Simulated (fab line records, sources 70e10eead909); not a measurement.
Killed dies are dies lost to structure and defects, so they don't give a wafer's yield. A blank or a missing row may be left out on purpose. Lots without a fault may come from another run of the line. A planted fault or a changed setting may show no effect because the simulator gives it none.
Chamber matching | flow nand_harc | NHARC_A_CONTACT_ETCH_31 on rie_diel-05: 4 sister chambers
The step etches the open film in O2/COS, target depth 2000 nm, time 520 s. 14 wafers are shown with their chamber, then 7 later ones without.

WAFERS WITH THEIR CHAMBER
wafer  | chamber | showerhead_plenum_p_Torr (Torr) | drypump_motor_current_A (A) | rf_vpp_V (V)
L151.2 | 1       | 2.99                            | 6.0                         | 312.0
L151.3 | 0       | 2.92                            | 5.9                         | 311.5
L151.4 | 3       | 3.01                            | 4.8                         | 311.8
L155.2 | 0       | 2.92                            | 5.9                         | 312.1
L155.4 | 2       | 3.33                            | 6.3                         | 315.9
L155.5 | 0       | 2.91                            | 5.9                         | 311.4
L156.2 | 1       | 2.99                            | 6.0                         | 312.7
L156.5 | 2       | 3.33                            | 6.3                         | 316.8
L156.6 | 3       | 3.01                            | 4.8                         | 312.3
L159.1 | 0       | 2.91                            | 5.9                         | 312.5
L159.5 | 1       | 2.99                            | 6.0                         | 314.0
L159.6 | 2       | 3.33                            | 6.4                         | 316.7
L158.1 | 0       | 2.91                            | 5.9                         | 310.7
L158.3 | 2       | 3.32                            | 6.4                         | 316.7

SIGNATURES (means of the wafers above)
reading                  | chamber 0 | chamber 1 | chamber 2 | chamber 3 | scatter within a chamber
showerhead_plenum_p_Torr | 2.9140    | 2.9900    | 3.3275    | 3.0100    | 0.00442
drypump_motor_current_A  | 5.900     | 6.000     | 6.350     | 4.800     | 0.0316
rf_vpp_V                 | 311.640   | 312.900   | 316.525   | 312.050   | 0.68
Rule: a wafer's distance from a chamber is the root of the sum, over the readings, of the square of ((its reading less the chamber's mean) divided by the reading's scatter). The wafer belongs to the nearest chamber; if the next one is less than 2 further off, it can't be placed. The scatter: the root of (the sum of the squares of (reading less its chamber's mean) over the shown wafers, divided by (wafers less chambers)).

WAFERS WITHOUT THEIR CHAMBER
wafer  | showerhead_plenum_p_Torr (Torr) | drypump_motor_current_A (A) | rf_vpp_V (V)
L158.5 | 2.91                            | 5.8                         | 310.5
L166.1 | 3.32                            | 6.4                         | 316.6
L166.3 | 2.91                            | 5.9                         | 310.4
L166.6 | 3.32                            | 6.4                         | 316.8
L169.1 | 3.00                            | 4.8                         | 312.4
L169.3 | 2.98                            | 6.0                         | 311.1
L169.6 | 2.98                            | 6.0                         | 311.4

WHICH CHAMBER EACH WENT THROUGH
wafer  | from the rows above | in truth
L158.5 | 0                   | 0
L166.1 | 2                   | 2
L166.3 | 0                   | 0
L166.6 | 2                   | 2
L169.1 | 3                   | 3
L169.3 | 1                   | 1
L169.6 | 1                   | 1
Placed correctly: 7 of 7. Can't be placed from these rows: 0. Placed wrongly: 0.
